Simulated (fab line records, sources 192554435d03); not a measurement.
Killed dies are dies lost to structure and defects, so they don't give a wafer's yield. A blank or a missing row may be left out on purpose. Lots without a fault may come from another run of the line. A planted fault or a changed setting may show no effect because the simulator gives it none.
Split-lot experiment | flow n5_finfet | 7 lots, 21 wafers read, on a route of 1938 steps

THE SPLIT
At N5_BEOL_M7_COAT_71 (time 60 s, resist thk 5 nm), the setting spin_rpm was moved away from the recipe's 1500 rpm on 6 of the 21 wafers read, by -9.5% to +11.1%. The other wafers ran this setting at the recipe's value.

FROM THE SPLIT TO THE READING: what the file shows between them, 3 steps
- N5_BEOL_M7_COAT_22: resist thk 30 nm
- N5_BEOL_M7_EBR_24
- N5_BEOL_M7_DESCUM_33: chemistry O2, time 7 s

THE READING
etch.depth_nm (the simulator's own value, which no gauge read), in nm, at N5_BEOL_M7_ETCH_72 (etches underlayer in N2/H2, target depth 6.5 nm, time 5.2 s). The file gives no usual value for it. The 15 wafers here that ran the recipe average 4.998 nm, standard deviation 0.0094 nm.

wafer  | tool, chamber at the split | spin_rpm as run, rpm | against the recipe | etch.depth_nm, nm | against lot-mates on the recipe
L079.1 | litho_track-02, 0          | 1500                 | recipe             | 4.989             | -
L079.4 | litho_track-02, 0          | 1500                 | recipe             | 4.988             | -
L079.6 | litho_track-02, 0          | 1500                 | recipe             | 4.983             | -
L080.1 | litho_track-03, 0          | 1500                 | recipe             | 4.998             | -
L080.5 | litho_track-03, 0          | 1500                 | recipe             | 5.014             | -
L080.6 | litho_track-03, 0          | 1500                 | recipe             | 5.009             | -
L082.1 | litho_track-04, 0          | 1358                 | -9.5%              | 5.26              | +0.260
L082.2 | litho_track-04, 0          | 1500                 | recipe             | 5.002             | -
L082.6 | litho_track-04, 0          | 1500                 | recipe             | 4.999             | -
L084.2 | litho_track-02, 0          | 1500                 | recipe             | 4.986             | -
L084.3 | litho_track-02, 0          | 1666                 | +11.1%             | 4.734             | -0.252
L084.4 | litho_track-02, 0          | 1666                 | +11.1%             | 4.745             | -0.241
L089.3 | litho_track-04, 0          | 1500                 | recipe             | 4.992             | -
L089.4 | litho_track-04, 0          | 1546                 | +3.1%              | 4.921             | -0.071
L089.5 | litho_track-04, 0          | 1546                 | +3.1%              | 4.921             | -0.071
L087.1 | litho_track-04, 0          | 1500                 | recipe             | 5.008             | -
L087.4 | litho_track-04, 0          | 1599                 | +6.6%              | 4.86              | -0.141
L087.6 | litho_track-04, 0          | 1500                 | recipe             | 4.994             | -
L095.1 | litho_track-03, 0          | 1500                 | recipe             | 5.009             | -
L095.3 | litho_track-03, 0          | 1500                 | recipe             | 5.006             | -
L095.6 | litho_track-03, 0          | 1500                 | recipe             | 4.992             | -

THE FIT
A straight line over all 21 wafers: etch.depth_nm changes by -0.0244 nm for each +1% of spin_rpm; r = -0.99; the points scatter about the line by 0.012 nm.
The same after taking each lot's own level away (the mean of its wafers on the recipe; 21 wafers): -0.0236 nm for each +1%; r = -0.99; scatter 0.011 nm.
On that fit, the largest move of spin_rpm shifts the reading by 0.26 nm.
The lots' own levels span 4.9860 to 5.0070 nm, that is 2.2 times the standard deviation above.
So the lot-to-lot level changes the slope little: the two slopes agree.
Check: with one of the wafers moved furthest among these (+11.1%) left out of the fit, the line predicts -0.26 nm for it against its lot-mates. It came out at -0.252 nm against them.

OTHER SPLITS ON THESE WAFERS
These wafers also went through other splits before the reading. Each is held against what the fit with the lots' levels taken away leaves over:
other split on the same wafers     | wafers away from the commonest value | r with etch.depth_nm (lot level and that fit taken away)
N5_BEOL_M5_TRENCH_ETCH_37 source_w | 7                                    | -0.30
N5_BEOL_M6_COAT_05 spin_rpm        | 7                                    | +0.32
N5_BEOL_M7_ETCH_61 source_w        | 5                                    | +0.38

THE WHOLE CHAIN: every reading that the file lists as answering this split, in the file's order
step               | what it does                                                | reading                                                        | change (the file's fit)                | r (the file's)
N5_BEOL_M7_ETCH_72 | etches underlayer in N2/H2, target depth 6.5 nm, time 5.2 s | etch_rf_on_time_s                                              | withheld for each +1% of the setting   | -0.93
N5_BEOL_M7_ETCH_72 | etches underlayer in N2/H2, target depth 6.5 nm, time 5.2 s | etch.depth_nm (the simulator's own value, which no gauge read) | -0.0238 nm for each +1% of the setting | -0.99

THE FILE'S OWN FIT
etch.depth_nm changes by -0.0238 nm for each +1% of spin_rpm, r = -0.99.
